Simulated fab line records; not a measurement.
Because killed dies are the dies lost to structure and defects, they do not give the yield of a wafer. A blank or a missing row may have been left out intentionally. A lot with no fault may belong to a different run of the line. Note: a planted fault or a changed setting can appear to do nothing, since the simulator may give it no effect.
A struck lot beside a sound one	flow n5Finfet	38 out of 1938 route steps
Sound: these wafers, L281.1, L281.2, L281.6. Struck: wafer L272.2 (left out: L272.4, a lot-mate that was not struck); the cause follows at the end.
For every step that has rows: the tool of each side, followed by ch and its chambers, followed by its first start. Under that, the readings that differ: sound wafers	struck wafers	difference of the means	sigmas: that difference in standard deviations of wafers without a fault.
alike: words and numbers the same on both sides, and readings whose means are apart by under 2 such deviations; not compared: readings that were withheld, readings missing a value for some wafer, numbers with overlapping values and no deviation given by the record, and bounds like >300 which may hide the same value.
The two part at a step that has a row with sigmas, a row that says differs or no value, or rows on one side only. When numbers do not overlap yet have no deviation, they are printed without sigmas and do not part them. A reading that every wafer of one side lacks parts them only if that side has two wafers or more.

first, 11 steps without rows for these wafers: N5_BEOL_M0_SAQP_STRIP_108 (strips in N2/H2); N5_BEOL_M0_SAQP_RECESS_109 (chemistry HF/NH3, target SiO2, target depth 3 nm, afs cycles 1, sublimation time 60 s); N5_BEOL_M0_SAQP_SPACER2_ALD_26 (deposits SiO2, target thk 15 nm, pulse time 1 s, purge time 2 s); N5_BEOL_M0_SAQP_SPACER2_ETCHBACK_27 (etches SiO2 in CHF3/O2, target depth 22.5 nm, time 11.25 s); N5_BEOL_M0_SAQP_MANDREL2_REMOVE_110 (chemistry HBr/Cl2/O2, target a-Si, stops on SiCN, bt time 10 s); N5_BEOL_M0_SAQP_COAT_69 (time 60 s, resist thk 90 nm); N5_BEOL_M0_SAQP_COAT_72 (time 60 s, resist thk 15 nm); N5_BEOL_M0_SAQP_COAT_87 (time 60 s, resist thk 5 nm); N5_BEOL_M0_SAQP_COAT_34 (resist thk 30 nm); N5_BEOL_M0_SAQP_EBR_36; N5_BEOL_M0_SAQP_SOFTBAKE_35 (time 60 s).
N5_BEOL_M0_SAQP_EXPOSE_37: exposes mask M0 CUT1, target cd 30 nm.
  sound on euvScanner-01 ch 0, day 11 11:24; struck on euvScanner-02 ch 0, day 9 06:59
  alike: mask
then, 2 steps without rows for these wafers: N5_BEOL_M0_SAQP_PEB_38 (peb time 60 s); N5_BEOL_M0_SAQP_DEVELOP_39 (develop time 30 s).
N5_BEOL_M0_SAQP_CD_MEAS_40 targets a cd of 30 nm.
  sound on cdSem-02 ch 0, day 11 11:32; struck on cdSem-01 ch 0, day 9 07:07
reading	sound	struck	difference	sigmas
cdNm (nm)	29.6 29.9 29.8	27.6	-2.2	-7
N5_BEOL_M0_SAQP_DESCUM_45: chemistry O2, time 7 s.
  sound on rieDiel-01 ch 1,2, day 11 12:31; struck on rieDiel-04 ch 3, day 9 07:14
reading	sound	struck	difference	sigmas
drypumpMotorCurrentA (A)	5.1 5.5 5.1	6.4	+1.2	+2
model.BEOL_M0_SAQP.cdNm (nm)	29.8 30.2 29.8	27	-3	
  alike: o2FlowSccm, oesProductAu, rfVppV, showerheadPlenumPTorr, throttleValvePct
  not compared: rfHoursCounterH
then, 6 steps without rows for these wafers: N5_BEOL_M0_SAQP_ETCH_88 (etches underlayer in N2/H2, target depth 6.5 nm, time 5.2 s); N5_BEOL_M0_SAQP_ETCH_73 (etches SiARC in CF4, target depth 19.5 nm, time 32.5 s); N5_BEOL_M0_SAQP_CUT_ETCH_46 (etches SOC in N2/H2, target depth 135 nm, overetch 27 nm, time 202.5 s); N5_BEOL_M0_SAQP_STRIP_74 (strips in N2/H2); N5_BEOL_M0_SAQP_STRIP_89 (strips in N2/H2); N5_BEOL_M0_SAQP_ALD_48 (deposits SiO2, target thk 20 nm, pulse time 1 s, co reactant pulse time 1 s).
N5_BEOL_M0_SAQP_ETCH_49: etches SiO2 in CF4/O2, target depth 37 nm.
  sound on rieDiel-01 ch 0,2, day 11 13:26; struck on rieDiel-04 ch 1, day 9 08:02
reading	sound	struck	difference	sigmas
model.BEOL_M0_SAQP.cdNm (nm)	29.8 30.4 29.8	27.4	-2.6	
  alike: O2_flow_sccm, drypumpMotorCurrentA, oes_f_703_au, oesProductAu, rfVppV, showerheadPlenumPTorr, throttleValvePct
  not compared: rfHoursCounterH
then, 13 steps without rows for these wafers: N5_BEOL_M0_SAQP_STRIP_75 (strips in CF4); N5_BEOL_M0_CUTY_COAT_50 (time 60 s, resist thk 15 nm); N5_BEOL_M0_CUTY_COAT_51 (resist thk 150 nm); N5_BEOL_M0_CUTY_EBR_52; N5_BEOL_M0_CUTY_SOFTBAKE_53 (time 60 s); N5_BEOL_M0_CUTY_EXPOSE_54 (exposes mask M0 ABLK); N5_BEOL_M0_CUTY_PEB_55 (peb time 60 s); N5_BEOL_M0_CUTY_DEVELOP_56 (develop time 30 s); N5_BEOL_M0_CUTY_DESCUM_61 (chemistry O2, time 7.9 s); N5_BEOL_M0_CUTY_ETCH_62 (etches SiARC in CF4, time 58.5 s); N5_BEOL_M0_CUTY_ETCH_63 (etches SOC in N2/H2, target depth 82.7 nm, overetch 16.5 nm, time 124 s); N5_BEOL_M0_CUTY_STRIP_64 (strips in N2/H2); N5_BEOL_M0_ETCH_138 (etches SiCN in CH3F/O2, target depth 12 nm, time 31.6 s).
N5_BEOL_M4_RC_MEAS_101:
  the record has rows for the sound wafers here (prober-01 ch 0, day 15 04:20) and none for the struck ones
-- record jumps: 7 days separate the struck wafers' starts on either side; left off in module BEOL_M4, taken up again in module PASSIVATION, whose first shown step is the route's number 1936 --
N5_PASSIVATION_PROBE_49:
  rows exist in the record for the struck wafers here (prober-02, day 16 14:52), but not for the sound ones

## WHERE THEY PART
Earliest at N5_BEOL_M0_SAQP_CD_MEAS_40; latest, in this record, at N5_PASSIVATION_PROBE_49.

WHY: what had been put in by the simulator
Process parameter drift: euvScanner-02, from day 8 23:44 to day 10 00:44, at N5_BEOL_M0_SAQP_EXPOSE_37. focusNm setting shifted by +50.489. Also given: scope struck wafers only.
